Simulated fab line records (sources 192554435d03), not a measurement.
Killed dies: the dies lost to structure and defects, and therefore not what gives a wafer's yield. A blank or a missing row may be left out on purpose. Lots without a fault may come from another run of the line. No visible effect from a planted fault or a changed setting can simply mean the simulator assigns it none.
Matching of chambers    flow n5 finfet    N5_BEOL_M3_PRE_CLEAN_60 on cvd co-02 has 3 sister chambers
The step time 15 s. 6 wafers are shown with their chamber, then 9 later ones without.

## WAFERS, EACH WITH ITS CHAMBER
wafer   chamber  heater power outer w (W)  heater power w (W)
L078.6  2        11                        73
L081.4  2        12                        70
L085.4  0        19                        78
L084.3  1        35                        81
L084.5  1        35                        83
L084.6  0        19                        76

## WAFERS WITHOUT THEIR CHAMBER
wafer   heater power outer w (W)  heater power w (W)
L090.1  35                        83
L090.3  12                        73
L090.5  35                        84
L088.2  34                        84
L088.5  33                        83
L088.6  19                        77
L091.1  34                        81
L091.2  12                        73
L091.3  20                        78

## WHICH CHAMBER EACH ONE RAN IN
wafer   from the rows above  in truth
L090.1  1                    1
L090.3  2                    2
L090.5  1                    1
L088.2  1                    1
L088.5  1                    1
L088.6  0                    0
L091.1  1                    1
L091.2  2                    2
L091.3  0                    0
Correct placement for 9 of the 9. Left unplaced by these rows: 0. Placed wrongly: 0.
How it was worked out, from the rows above alone: a wafer's distance from a chamber is the root of the sum, over the readings, of the square of ((its reading less the chamber's mean) divided by the reading's scatter). The wafer belongs to the nearest chamber; if the next one is less than 2 further off, it can't be placed. For every chamber, the mean is computed from those of its wafers that are shown. The scatter is the square root of a quotient: the sum, over the shown wafers, of each reading's squared deviation from its chamber's mean, divided by wafers minus chambers.
